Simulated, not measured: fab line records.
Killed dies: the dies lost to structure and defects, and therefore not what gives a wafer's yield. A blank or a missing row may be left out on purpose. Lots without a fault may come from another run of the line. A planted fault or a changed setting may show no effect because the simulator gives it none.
fab line records	flow nand-harc
record: lots: 24	wafers: 72	last-day: 25
route steps=1159 shown A_SGD_CUT@778 A_SLIT@795 A_CONTACT@843
lots untouched by any fault: they come from a run of this same line in which no faults occurred
start-h: hours from the record's opening day to when the first of the lot's shown wafers began	wait-h: hours elapsed since this lot's preceding step	" as in the row above	L1.1+2: several wafers, shown together as one row	- value missing, or start not given	* or withheld: withheld	< > ~ a bound
route shown NAME@n: NAME is a module with steps in the file, n the number in the route of the first one	usual: average and standard deviation across the fault-free wafers	same: alike in all rows	chamber/n: place in a boat	sites: readings site by site	_std_site: the values' standard deviation	_edge_site: mean of outer sites minus mean of inner sites	radius-mm: how far each site lies from the wafer's centre	mask NAME#n: copy n	behind: the most recent tool/chamber to have shaped the wafer	hold: why the lot went on hold/how many hours it stayed there/how the hold came to an end	device: transistor that didn't switch, given as n, p or np	end of line: the same wafers' tests at the end of the route	for a step that has no rows: nothing shown but its recipe	killed: the dies lost at the first sort to structure and to defects; this is not the yield of the wafer	map: shows each die of a wafer: x if killed, . if not, _ if none is there
set.NAME: the run value of the setting; set.NAME@STEP: its run value at that earlier step	model.NAME: the simulator's own value behind a step, which no gauge read
route steps across a sampled set of lots; one table per step, one row per wafer
services: the hour from which a tool's chamber was out of use, counted from the record's first day as start-h (under 0 if before that day), plus the number of hours and why
== steps ==
step: NHARC_A_SGD_CUT_INSPECT_25
usual: raw-defect-count: 305/86
lot.wafer	tool	chamber	start-h	wait-h	raw-defect-count
L074.1	defect-inspect-01	-	311.31	-	242
L074.3	"	-	"	"	339
L074.6	"	-	"	"	275
L075.2	defect-inspect-01	-	311.32	-	237
L075.3	"	-	"	"	255
L075.6	"	-	"	"	260
L077.1	defect-inspect-01	-	323.92	-	263
L077.5	"	-	"	"	239
L077.6	"	-	"	"	251
L076.1	defect-inspect-02	-	323.94	-	464
L076.4	"	-	"	"	349
L076.5	"	-	"	"	324
L079.1	defect-inspect-02	-	340.01	-	336
L079.4	"	-	"	"	622
L079.6	"	-	"	"	263
L078.1	defect-inspect-01	-	340.04	-	511
L078.4	"	-	"	"	251
L078.6	"	-	"	"	375
L081.1	defect-inspect-02	-	362.75	-	262
L081.3	"	-	"	"	347
L081.4	"	-	"	"	254
L080.2	defect-inspect-01	-	362.79	-	224
L080.4	"	-	"	"	233
L080.6	"	-	"	"	157
L082.1	defect-inspect-02	-	378.50	-	292
L082.2	"	-	"	"	252
L082.4	"	-	"	"	206
L084.3	defect-inspect-01	-	378.51	-	298
L084.5	"	-	"	"	197
L084.6	"	-	"	"	180
L085.3	defect-inspect-02	-	378.65	-	413
L085.4	"	-	"	"	266
L085.5	"	-	"	"	253
L083.1	defect-inspect-01	-	378.67	-	523
L083.3	"	-	"	"	351
L083.6	"	-	"	"	292
L087.1	defect-inspect-02	-	392.78	-	259
L087.2	"	-	"	"	249
L087.6	"	-	"	"	322
L089.1	defect-inspect-01	-	403.32	-	195
L089.2	"	-	"	"	209
L089.5	"	-	"	"	227
L086.1	defect-inspect-02	-	403.33	-	332
L086.4	"	-	"	"	226
L086.6	"	-	"	"	394
L088.1	defect-inspect-01	-	403.48	-	454
L088.3	"	-	"	"	377
L088.5	"	-	"	"	504
L091.1	defect-inspect-02	-	413.69	-	425
L091.3	"	-	"	"	397
L091.4	"	-	"	"	300
L092.1	defect-inspect-01	-	413.70	-	279
L092.5	"	-	"	"	240
L092.6	"	-	"	"	316
L090.1	defect-inspect-02	-	413.73	-	315
L090.2	"	-	"	"	282
L090.4	"	-	"	"	306
L093.1	defect-inspect-01	-	431.22	-	358
L093.2	"	-	"	"	237
L093.3	"	-	"	"	263
L094.3	defect-inspect-02	-	431.22	-	360
L094.4	"	-	"	"	260
L094.6	"	-	"	"	276
L096.2	defect-inspect-02	-	441.45	-	247
L096.4	"	-	"	"	220
L096.5	"	-	"	"	338
L095.1	defect-inspect-01	-	441.49	-	410
L095.2	"	-	"	"	456
L095.6	"	-	"	"	343
L097.1	defect-inspect-02	-	463.25	-	289
L097.3	"	-	"	"	289
L097.6	"	-	"	"	423
step: NHARC_A_SLIT_ETCH_15
recipe: target-depth-a: 32000	over-etch-frac: 0.3	time-s: 832	ion-energy-ev: 150	o2-flow-sccm: 400	cos-flow-sccm: 20	ar-flow-sccm: 0	rf-w: 500	bias-w: 300	chemistry: O2/COS
usual: chamber-pressure-mTorr: 20.001/0.02	drypump-motor-current-A: 5.7/0.33	oes-product-au: 1.002/0.011	rf-vpp-V: 314.5/2.1	showerhead-plenum-p-Torr: 3.14/0.14	throttle-valve-pct: 28.330/0.0086
lot.wafer	tool	chamber	start-h	wait-h	chamber-pressure-mTorr	drypump-motor-current-A	oes-product-au	rf-hours-counter-h	rf-vpp-V	showerhead-plenum-p-Torr	throttle-valve-pct
L074.1	rie-diel-09	0	-	-	20.015	6.2	0.993	2	315.6	3.28	28.333
L074.3	"	2	"	"	19.997	5.3	1.005	2	312.2	2.96	28.332
L074.6	"	3	"	"	19.967	6.0	1.014	-	314.3	3.17	28.332
L075.2	rie-diel-02	0	-	-	19.949	5.7	1.014	11	315.5	3.26	28.324
L075.3	"	1	"	"	19.972	5.9	1.007	12	311.7	2.91	28.336
L075.6	"	3	"	"	19.993	5.6	0.991	-	313.6	3.06	28.325
L077.1	rie-diel-02	2	-	-	20.007	5.5	0.981	14	318.1	3.30	28.344
L077.5	"	3	"	"	19.977	5.6	0.979	-	314.8	3.06	28.326
L077.6	"	0	"	"	19.988	5.7	1.006	-	316.2	3.26	28.318
L076.4	rie-diel-09	2	-	-	20.028	5.3	0.995	3	312.6	2.96	28.328
L076.1	"	0	"	"	20.035	6.2	1.001	2	317.0	3.28	28.336
L076.5	"	2	"	"	20.017	5.3	0.990	-	310.3	2.96	28.336
L079.1	rie-diel-07	1	-	-	19.966	5.6	0.999	8	316.2	3.10	28.322
L079.4	"	3	"	"	19.969	6.1	1.005	6	311.2	2.99	28.337
L079.6	"	0	"	"	20.015	5.2	0.993	-	313.7	3.11	28.335
L078.4	rie-diel-09	1	-	-	19.983	6.1	1.006	4	316.8	3.31	28.323
L078.1	"	0	"	"	19.996	6.2	1.003	4	317.3	3.28	28.343
L078.6	"	1	"	"	20.026	6.1	1.004	-	318.5	3.31	28.328
L081.3	rie-diel-02	3	-	-	20.030	5.6	0.996	2	314.0	3.06	28.326
L081.1	"	0	"	"	20.012	5.7	1.016	1	315.8	3.26	28.329
L081.4	"	1	"	"	19.995	5.9	1.011	2	310.7	2.91	28.317
L080.2	rie-diel-07	0	-	-	20.008	5.2	1.006	10	312.6	3.11	28.325
L080.4	"	3	"	"	20.016	6.1	1.003	8	312.5	2.99	28.313
L080.6	"	0	"	"	19.983	5.2	0.995	-	313.2	3.11	28.333
L082.2	rie-diel-07	3	-	-	20.009	6.1	0.997	9	312.7	2.99	28.318
L082.1	"	0	"	"	19.986	5.1	0.999	12	314.4	3.11	28.346
L082.4	"	3	"	"	19.999	6.1	1.002	-	312.5	2.99	28.336
L084.3	rie-diel-09	1	-	-	19.998	6.1	1.013	6	315.6	3.31	28.324
L084.5	"	0	"	"	20.034	6.2	1.001	-	317.3	3.28	28.331
L084.6	"	1	"	"	20.013	6.1	1.016	-	317.1	3.31	28.343
L085.3	rie-diel-02	1	-	-	19.996	5.9	1.005	3	312.4	2.91	28.326
L085.4	"	3	"	"	20.035	5.6	0.990	4	313.2	3.06	28.342
L085.5	"	1	"	"	20.027	5.9	1.003	-	312.0	2.91	28.330
L083.1	rie-diel-02	0	-	-	19.967	5.7	1.020	3	315.5	3.26	28.322
L083.3	"	1	"	"	20.002	5.9	1.019	4	311.9	2.91	28.332
L083.6	"	0	"	"	19.969	5.7	1.018	-	317.2	3.26	28.340
L087.2	rie-diel-02	1	-	-	20.021	5.9	1.003	4	310.2	2.91	28.334
L087.1	"	2	"	"	19.989	5.5	1.000	5	316.0	3.30	28.339
L087.6	"	1	"	"	20.011	5.9	1.004	-	310.7	2.91	28.318
L089.2	rie-diel-09	3	-	-	19.992	6.0	1.013	9	314.7	3.17	28.343
L089.1	"	1	"	"	20.033	6.1	0.995	8	316.4	3.31	28.327
L089.5	"	0	"	"	20.000	6.2	1.009	-	317.5	3.28	28.323
L086.4	rie-diel-02	2	-	-	20.005	5.5	0.999	6	316.9	3.30	28.335
L086.1	"	3	"	"	20.007	5.6	0.992	5	313.1	3.06	28.336
L086.6	"	3	"	"	20.002	5.6	0.998	-	313.8	3.06	28.337
L088.3	rie-diel-09	1	-	-	20.001	6.1	1.007	9	316.7	3.31	28.331
L088.1	"	2	"	"	20.003	5.3	0.993	9	311.1	2.96	28.325
L088.5	"	2	"	"	19.997	5.2	0.992	-	311.8	2.96	28.335
L091.3	rie-diel-07	3	-	-	20.030	6.1	1.006	1	314.3	2.99	28.326
L091.1	"	0	"	"	20.002	5.2	1.000	0	314.0	3.11	28.331
L091.4	"	1	"	"	19.996	5.5	0.989	1	314.8	3.09	28.348
L092.1	rie-diel-09	3	-	-	19.993	6.0	1.017	10	315.8	3.17	28.325
L092.6	"	1	"	"	19.992	6.1	1.003	-	316.9	3.31	28.349
L092.5	"	2	"	"	20.007	5.3	0.992	-	311.8	2.96	28.319
L090.2	rie-diel-02	1	-	-	20.000	5.9	1.014	6	311.0	2.91	28.337
L090.1	"	0	"	"	19.972	5.7	1.015	5	315.1	3.26	28.335
L090.4	"	1	"	"	19.981	5.9	1.005	-	313.1	2.91	28.331
L093.2	rie-diel-02	1	-	-	20.026	5.9	1.009	8	311.6	2.91	28.340
L093.1	"	2	"	"	19.981	5.4	0.999	7	317.2	3.30	28.318
L093.3	"	3	"	"	20.008	5.6	0.987	8	312.5	3.06	28.342
L094.3	rie-diel-02	3	-	-	19.985	5.6	0.988	8	313.4	3.06	28.311
L094.4	"	0	"	"	20.000	5.7	1.011	7	316.2	3.26	28.325
L094.6	"	3	"	"	19.972	5.6	0.987	-	312.2	3.06	28.333
L096.2	rie-diel-02	0	-	-	20.034	5.7	1.018	8	316.2	3.26	28.340
L096.4	"	3	"	"	20.023	5.6	0.980	-	314.4	3.06	28.339
L096.5	"	0	"	"	20.025	5.7	1.012	-	315.7	3.26	28.336
L095.1	rie-diel-02	2	-	-	20.007	5.5	0.999	9	316.6	3.29	28.330
L095.2	"	3	"	"	20.023	5.6	0.978	10	313.3	3.06	28.332
L095.6	"	3	"	"	19.999	5.6	0.994	-	314.6	3.06	28.339
L097.1	rie-diel-07	3	-	-	19.995	6.1	1.008	4	313.3	2.99	28.311
L097.3	"	0	"	"	19.989	5.2	0.998	4	313.0	3.11	28.317
L097.6	"	2	"	"	20.004	6.4	1.002	-	314.7	3.19	28.339
step: NHARC_A_CONTACT_DEP_29
recipe: target-thk-a: 700	target-thk-nm: 70	temp-c: 400	pressure-torr: 3.5	flow-sccm: 200	rf-w: 350	material: SiON
usual: heater-power-outer-w: 444/98	heater-power-w: 736/140
lot.wafer	tool	chamber	start-h	wait-h	heater-power-outer-w	heater-power-w
L075.3	pecvd-03	2	364.71	1.1	389	657
L075.2	"	0	"	"	493	841
L075.6	"	2	"	"	374	668
L074.1	pecvd-03	2	365.80	1.9	412	706
L074.3	"	1	"	"	380	650
L074.6	"	1	"	"	384	634
L077.1	pecvd-01	2	370.93	2.0	522	869
L077.6	"	0	"	"	479	822
L077.5	"	2	"	"	517	863
L076.1	pecvd-03	1	371.22	1.9	426	672
L076.5	"	1	"	"	414	681
L076.4	"	2	"	"	392	666
L079.1	pecvd-03	0	387.45	1.9	540	949
L079.4	"	1	"	"	422	693
L079.6	"	2	"	"	336	592
L078.1	pecvd-01	1	387.78	1.9	296	550
L078.6	"	2	"	"	517	858
L078.4	"	1	"	"	298	585
L081.3	pecvd-03	0	412.07	1.2	495	878
L081.1	"	1	"	"	385	653
L081.4	"	2	"	"	402	660
L080.2	pecvd-04	1	413.51	1.5	571	867
L080.6	"	2	"	"	456	688
L080.4	"	0	"	"	360	568
L085.3	pecvd-04	0	426.69	1.2	343	565
L085.5	"	2	"	"	420	667
L085.4	"	1	"	"	623	924
L084.3	pecvd-03	2	432.73	1.1	337	589
L084.6	"	2	"	"	334	606
L084.5	"	0	"	"	488	878
L082.2	pecvd-04	1	433.46	1.5	581	894
L082.1	"	2	"	"	411	642
L082.4	"	0	"	"	379	608
L083.3	pecvd-03	2	438.54	1.5	354	633
L083.1	"	0	"	"	583	1026
L083.6	"	2	"	"	350	630
L087.1	pecvd-04	2	445.89	1.9	393	597
L087.2	"	0	"	"	331	540
L087.6	"	1	"	"	659	987
L086.1	pecvd-04	1	451.24	2.0	663	992
L086.4	"	1	"	"	679	995
L086.6	"	2	"	"	447	675
L089.2	pecvd-01	0	451.54	1.5	496	814
L089.1	"	1	"	"	307	594
L089.5	"	2	"	"	460	782
L088.1	pecvd-01	1	454.29	1.8	333	624
L088.3	"	2	"	"	499	834
L088.5	"	2	"	"	512	842
L090.1	pecvd-03	1	461.43	1.9	399	662
L090.2	"	2	"	"	343	620
L090.4	"	1	"	"	407	667
L092.1	pecvd-03	0	464.33	1.9	556	975
L092.5	"	0	"	"	564	981
L092.6	"	1	"	"	369	594
L091.3	pecvd-01	1	465.71	1.2	315	610
L091.1	"	2	"	"	494	817
L091.4	"	0	"	"	483	775
L094.3	pecvd-01	2	476.89	1.2	527	872
L094.4	"	0	"	"	408	699
L094.6	"	1	"	"	372	671
L093.2	pecvd-01	0	482.30	1.5	504	812
L093.3	"	1	"	"	300	602
L093.1	"	2	"	"	426	719
L096.2	pecvd-04	0	496.13	1.5	327	539
L096.5	"	2	"	"	388	605
L096.4	"	1	"	"	662	949
L095.2	pecvd-04	1	498.28	1.5	637	973
L095.1	"	2	"	"	408	629
L095.6	"	1	"	"	637	971
L097.3	pecvd-04	2	509.10	1.1	449	673
L097.1	"	0	"	"	363	584
L097.6	"	0	"	"	354	580
step: NHARC_A_CONTACT_ETCH_113
recipe: source-w: withheld	pressure-mtorr: 20	bias-v: 3000	time-s: 94	target-depth-a: 9220	ar-flow-sccm: withheld	c4f8-flow-sccm: withheld	o2-flow-sccm: withheld	chemistry: C4F8/O2/Ar
usual: chamber-pressure-mTorr: 19.998/0.024
lot.wafer	tool	chamber	start-h	wait-h	chamber-pressure-mTorr	rf-hours-counter-h
L075.2	har-cap-etch-03	0	367.16	0.1	20.018	87
L075.3	"	1	"	"	19.995	-
L075.6	"	0	"	"	20.029	-
L074.1	har-cap-etch-02	0	368.27	0.1	19.971	8
L074.3	"	0	"	"	19.945	-
L074.6	"	0	"	"	19.984	-
L077.1	har-cap-etch-02	1	373.24	0.1	19.964	9
L077.6	"	0	"	"	20.002	-
L077.5	"	1	"	"	20.015	-
L076.1	har-cap-etch-01	1	373.73	0.1	19.988	47
L076.4	"	0	"	"	19.982	-
L076.5	"	0	"	"	20.025	-
L079.1	har-cap-etch-01	1	389.98	0.1	20.002	51
L079.4	"	1	"	"	19.954	-
L079.6	"	1	"	"	20.011	-
L078.1	har-cap-etch-03	0	390.44	0.1	19.996	93
L078.4	"	1	"	"	19.999	-
L078.6	"	1	"	"	20.024	-
L081.1	har-cap-etch-01	1	414.51	0.1	20.051	54
L081.4	"	0	"	"	19.979	-
L081.3	"	1	"	"	19.981	-
L080.2	har-cap-etch-03	0	415.96	0.1	19.991	95
L080.4	"	1	"	"	20.001	-
L080.6	"	1	"	"	20.002	-
L085.3	har-cap-etch-03	1	429.17	0.1	19.994	-
L085.4	"	0	"	"	19.973	-
L085.5	"	0	"	"	20.008	-
L084.3	har-cap-etch-03	0	435.19	0.1	20.017	-
L084.5	"	0	"	"	20.015	-
L084.6	"	1	"	"	19.996	-
L082.2	har-cap-etch-02	0	435.96	0.1	20.001	18
L082.1	"	1	"	"	20.008	18
L082.4	"	1	"	"	19.991	-
L083.1	har-cap-etch-03	1	441.09	0.1	19.973	99
L083.3	"	0	"	"	19.985	-
L083.6	"	0	"	"	20.006	-
L087.1	har-cap-etch-02	1	448.47	0.1	20.029	21
L087.2	"	0	"	"	20.020	21
L087.6	"	0	"	"	19.985	-
L086.1	har-cap-etch-02	1	453.81	0.1	19.975	22
L086.4	"	1	"	"	20.004	-
L086.6	"	1	"	"	20.018	-
L089.1	har-cap-etch-03	1	454.46	0.1	20.016	102
L089.2	"	0	"	"	20.009	102
L089.5	"	0	"	"	20.007	-
L088.1	har-cap-etch-02	0	456.86	0.1	19.998	24
L088.3	"	1	"	"	20.004	-
L088.5	"	1	"	"	19.982	-
L090.2	har-cap-etch-03	1	464.06	0.1	20.016	104
L090.1	"	0	"	"	19.996	104
L090.4	"	1	"	"	20.012	-
L092.1	har-cap-etch-02	1	466.85	0.1	20.002	26
L092.5	"	1	"	"	19.998	-
L092.6	"	0	"	"	20.008	-
L091.1	har-cap-etch-03	1	468.33	0.1	20.013	105
L091.3	"	0	"	"	19.994	-
L091.4	"	1	"	"	20.013	-
L094.3	har-cap-etch-03	0	479.38	0.1	20.003	-
L094.4	"	1	"	"	20.008	-
L094.6	"	0	"	"	20.036	-
L093.1	har-cap-etch-03	0	484.76	0.1	19.979	109
L093.2	"	1	"	"	20.009	109
L093.3	"	1	"	"	20.013	-
L096.2	har-cap-etch-02	1	498.69	0.1	19.994	31
L096.4	"	1	"	"	20.026	-
L096.5	"	0	"	"	20.004	-
L095.2	har-cap-etch-03	0	500.78	0.1	19.989	111
L095.1	"	1	"	"	19.999	111
L095.6	"	1	"	"	19.988	-
L097.1	har-cap-etch-01	1	511.47	0.1	20.026	72
L097.3	"	1	"	"	20.006	-
L097.6	"	1	"	"	19.975	-
step: NHARC_A_CONTACT_DEP_58
recipe: target-thk-a: 600	target-thk-nm: 60	temp-c: 400	pressure-torr: 3.5	flow-sccm: 200	rf-w: 350	material: SiON
usual: heater-power-outer-w: 439/100	heater-power-w: 729/150
lot.wafer	tool	chamber	start-h	wait-h	heater-power-outer-w	heater-power-w
L075.2	pecvd-01	0	374.81	1.2	477	794
L075.3	"	1	"	"	268	520
L075.6	"	2	"	"	485	821
L074.1	pecvd-03	1	375.02	1.5	354	576
L074.3	"	2	"	"	398	687
L074.6	"	1	"	"	354	589
L077.1	pecvd-01	0	378.55	1.7	480	786
L077.6	"	1	"	"	317	592
L077.5	"	0	"	"	485	808
L076.1	pecvd-03	1	378.82	1.7	374	627
L076.4	"	0	"	"	527	921
L076.5	"	1	"	"	382	620
L079.1	pecvd-01	0	394.47	1.5	453	759
L079.4	"	1	"	"	342	616
L079.6	"	0	"	"	448	755
L078.1	pecvd-01	2	396.17	1.5	506	854
L078.6	"	1	"	"	275	522
L078.4	"	0	"	"	426	726
L081.1	pecvd-04	0	420.40	1.5	306	500
L081.3	"	1	"	"	678	1016
L081.4	"	1	"	"	667	978
L080.2	pecvd-03	2	420.70	1.4	377	646
L080.4	"	1	"	"	335	574
L080.6	"	2	"	"	381	666
L085.3	pecvd-01	1	436.49	1.0	285	546
L085.4	"	2	"	"	469	782
L085.5	"	1	"	"	288	548
L084.3	pecvd-03	2	440.15	0.9	398	692
L084.5	"	1	"	"	413	663
L084.6	"	2	"	"	399	662
L082.1	pecvd-04	2	440.52	1.5	387	614
L082.2	"	0	"	"	358	583
L082.4	"	2	"	"	391	614
L083.3	pecvd-03	2	449.28	0.9	333	599
L083.1	"	0	"	"	539	938
L083.6	"	2	"	"	336	593
L087.2	pecvd-03	1	453.35	1.2	381	624
L087.1	"	2	"	"	408	665
L087.6	"	2	"	"	410	694
L086.1	pecvd-03	2	458.36	1.5	407	671
L086.6	"	0	"	"	544	910
L086.4	"	2	"	"	396	689
L089.2	pecvd-04	0	459.78	1.2	385	613
L089.1	"	1	"	"	623	942
L089.5	"	0	"	"	376	627
L088.1	pecvd-04	1	461.56	1.5	650	977
L088.3	"	0	"	"	325	543
L088.5	"	0	"	"	327	548
L090.1	pecvd-01	1	470.41	1.5	330	610
L090.2	"	0	"	"	486	789
L090.4	"	1	"	"	335	614
L092.1	pecvd-04	2	472.14	1.5	437	652
L092.5	"	1	"	"	600	911
L092.6	"	2	"	"	434	677
L091.1	pecvd-04	1	474.16	1.8	658	1019
L091.3	"	0	"	"	368	611
L091.4	"	0	"	"	357	599
L094.3	pecvd-01	0	484.64	1.6	510	810
L094.4	"	0	"	"	381	650
L094.6	"	2	"	"	519	844
L093.3	pecvd-04	2	489.92	0.9	389	628
L093.2	"	0	"	"	376	599
L093.1	"	1	"	"	637	985
L096.2	pecvd-03	2	503.84	1.2	387	721
L096.5	"	0	"	"	503	878
L096.4	"	1	"	"	408	673
L095.2	pecvd-04	2	505.24	1.2	432	676
L095.1	"	0	"	"	364	598
L095.6	"	1	"	"	643	961
L097.1	pecvd-01	1	518.56	1.5	296	569
L097.3	"	2	"	"	512	820
L097.6	"	1	"	"	292	550
step: NHARC_A_CONTACT_STRIP_82
recipe: o2-flow-sccm: 500	ar-flow-sccm: 0	bias-w: 0	chemistry: O2
usual: chamber-pressure-mTorr: 60.00/0.056	drypump-motor-current-A: 5.9/0.46	oes-product-au: 0.999/0.0083	rf-vpp-V: 57.9/0.88	showerhead-plenum-p-Torr: 3.59/0.15	throttle-valve-pct: 17.037/0.0097
lot.wafer	tool	chamber	start-h	wait-h	chamber-pressure-mTorr	drypump-motor-current-A	oes-product-au	rf-hours-counter-h	rf-vpp-V	showerhead-plenum-p-Torr	throttle-valve-pct
L075.2	rie-diel-06	2	-	-	60.05	6.4	0.989	49	58.3	3.58	17.035
L075.3	"	0	"	"	60.08	5.9	0.993	50	56.0	3.58	17.033
L075.6	"	2	"	"	60.07	6.5	0.988	-	56.9	3.58	17.016
L074.3	rie-diel-04	1	-	-	60.06	5.5	0.991	17	59.1	3.74	17.042
L074.1	"	2	"	"	60.15	5.8	0.996	17	57.2	3.48	17.034
L074.6	"	1	"	"	60.00	5.4	0.986	-	58.4	3.74	17.045
L076.1	rie-diel-06	1	-	-	60.13	6.6	1.015	52	58.5	3.67	17.038
L076.5	"	1	"	"	59.96	6.5	0.982	-	58.4	3.67	17.029
L076.4	"	0	"	"	59.95	5.9	0.993	-	58.6	3.58	17.021
L077.1	rie-diel-04	0	-	-	59.98	5.9	1.006	17	57.1	3.59	17.038
L077.6	"	0	"	"	60.03	5.9	1.006	-	59.1	3.59	17.038
L077.5	"	1	"	"	59.99	5.5	0.992	-	58.9	3.74	17.049
L079.1	rie-diel-04	2	-	-	59.97	5.8	1.002	21	57.4	3.48	17.037
L079.4	"	2	"	"	59.98	5.8	1.002	-	57.1	3.48	17.043
L079.6	"	0	"	"	60.06	5.8	1.003	-	58.5	3.59	17.032
L078.1	rie-diel-04	1	-	-	60.00	5.5	0.999	20	58.6	3.74	17.029
L078.4	"	2	"	"	60.03	5.8	1.003	21	56.1	3.48	17.038
L078.6	"	1	"	"	60.05	5.5	1.000	-	58.3	3.74	17.035
L081.4	rie-diel-04	0	-	-	60.01	5.9	1.013	24	57.8	3.59	17.027
L081.1	"	2	"	"	60.00	5.8	0.993	24	57.2	3.48	17.032
L081.3	"	3	"	"	60.04	5.1	1.000	24	57.6	3.36	17.037
L080.2	rie-diel-13	0	-	-	60.04	5.6	1.007	53	58.4	3.55	17.047
L080.4	"	1	"	"	60.03	5.3	1.002	56	57.6	3.33	17.028
L080.6	"	0	"	"	60.04	5.7	1.000	-	57.3	3.55	17.042
L085.4	rie-diel-04	3	-	-	59.93	5.1	0.989	27	57.3	3.36	17.057
L085.3	"	2	"	"	60.07	5.9	1.003	27	58.5	3.47	17.050
L085.5	"	0	"	"	59.94	5.9	1.010	-	58.6	3.59	17.040
L082.1	rie-diel-06	1	-	-	59.94	6.5	0.994	8	58.3	3.65	17.033
L082.4	"	3	"	"	60.02	6.3	1.000	7	58.3	3.80	17.033
L082.2	"	0	"	"	60.05	5.9	1.001	8	57.4	3.57	17.034
L084.3	rie-diel-04	0	-	-	60.02	5.8	1.014	27	57.8	3.59	17.043
L084.5	"	3	"	"	60.00	5.1	0.994	-	57.1	3.36	17.051
L084.6	"	0	"	"	59.95	5.8	1.011	-	57.0	3.59	17.037
L083.1	rie-diel-06	3	-	-	59.93	6.3	1.000	10	57.8	3.80	17.031
L083.3	"	1	"	"	60.06	6.6	0.992	12	56.4	3.65	17.046
L083.6	"	0	"	"	60.03	5.9	1.005	-	58.2	3.57	17.039
L087.2	rie-diel-04	2	-	-	60.05	5.8	0.983	30	56.6	3.47	17.036
L087.1	"	3	"	"	60.08	5.1	0.982	30	57.9	3.35	17.016
L087.6	"	2	"	"	59.94	5.8	0.996	-	57.0	3.47	17.035
L086.1	rie-diel-06	0	-	-	60.14	5.9	1.008	17	57.2	3.57	17.043
L086.4	"	1	"	"	59.96	6.6	0.999	17	57.5	3.65	17.023
L086.6	"	3	"	"	59.95	6.3	1.001	-	59.5	3.80	17.035
L089.2	rie-diel-06	3	-	-	60.08	6.3	0.990	16	57.9	3.80	17.045
L089.1	"	0	"	"	59.99	5.9	1.005	17	58.8	3.57	17.041
L089.5	"	1	"	"	59.98	6.6	0.993	-	57.2	3.65	17.035
L088.1	rie-diel-13	2	-	-	60.07	6.6	1.002	2	57.6	3.77	17.024
L088.3	"	3	"	"	59.97	5.4	1.001	2	58.7	3.81	17.034
L088.5	"	2	"	"	60.17	6.6	1.008	-	58.5	3.77	17.041
L090.1	rie-diel-13	2	-	-	59.86	6.5	0.996	5	57.9	3.77	17.053
L090.2	"	3	"	"	59.96	5.4	1.007	5	57.9	3.81	17.031
L090.4	"	0	"	"	59.94	5.7	1.013	5	56.1	3.54	17.054
L092.1	rie-diel-04	3	-	-	59.98	5.1	0.998	0	59.1	3.35	17.037
L092.6	"	0	"	"	59.99	5.8	1.006	-	58.3	3.58	17.035
L092.5	"	1	"	"	60.04	5.5	1.014	-	58.1	3.73	17.044
L091.1	rie-diel-13	1	-	-	59.95	5.3	1.002	8	56.6	3.32	17.033
L091.3	"	2	"	"	59.95	6.5	1.004	7	58.5	3.77	17.033
L091.4	"	0	"	"	60.07	5.6	1.016	8	58.3	3.54	17.048
L094.3	rie-diel-13	3	-	-	59.97	5.4	0.985	10	57.6	3.80	17.029
L094.4	"	1	"	"	59.92	5.3	0.995	10	58.0	3.32	17.065
L094.6	"	2	"	"	60.00	6.6	0.996	-	59.2	3.77	17.041
L093.3	rie-diel-04	0	-	-	59.98	5.9	1.003	3	59.2	3.58	17.051
L093.2	"	1	"	"	59.99	5.4	0.998	3	59.2	3.73	17.026
L093.1	"	3	"	"	59.99	5.1	0.993	3	57.0	3.35	17.054
L096.2	rie-diel-04	0	-	-	60.06	5.8	1.007	5	59.2	3.58	17.044
L096.4	"	2	"	"	59.98	5.8	1.001	6	58.3	3.47	17.031
L096.5	"	3	"	"	60.01	5.1	0.988	-	56.8	3.35	17.039
L095.2	rie-diel-13	3	-	-	59.95	5.4	0.988	20	58.1	3.80	17.036
L095.1	"	0	"	"	60.00	5.6	0.991	20	57.3	3.53	17.037
L095.6	"	3	"	"	59.91	5.4	0.989	-	58.6	3.80	17.041
L097.1	rie-diel-06	0	-	-	59.98	5.9	1.002	40	59.3	3.55	17.030
L097.3	"	3	"	"	60.02	6.3	0.989	39	57.8	3.79	17.038
L097.6	"	1	"	"	59.99	6.5	1.006	-	57.6	3.64	17.041
== services ==
tool	chamber	start-h	hours	kind
pecvd-03	-	292.18	13.0	pm
har-cap-etch-03	-	292.23	0.7	repair
rie-diel-06	-	296.99	3.5	repair
har-cap-etch-02	-	306.51	17.0	pm
pecvd-01	0	311.79	5.6	repair
rie-diel-02	-	327.70	9.0	pm
rie-diel-02	0	350.89	9.2	repair
rie-diel-06	3	359.28	27.0	repair
pecvd-04	-	376.00	13.0	pm
rie-diel-09	2	383.44	5.8	repair
rie-diel-04	3	397.47	2.3	repair
pecvd-01	2	404.77	5.3	repair
rie-diel-02	2	414.96	5.8	repair
pecvd-01	-	418.35	13.0	pm
rie-diel-02	1	439.05	15.5	repair
pecvd-01	-	442.65	0.6	repair
rie-diel-04	-	466.30	9.0	pm
pecvd-01	2	470.39	4.3	repair
pecvd-03	-	473.18	13.0	pm
rie-diel-02	-	488.77	12.6	repair
pecvd-01	1	501.68	5.0	repair
rie-diel-02	-	504.70	9.0	pm
pecvd-03	-	510.36	1.3	repair
pecvd-01	0	522.17	5.7	repair
== key ==
fault none
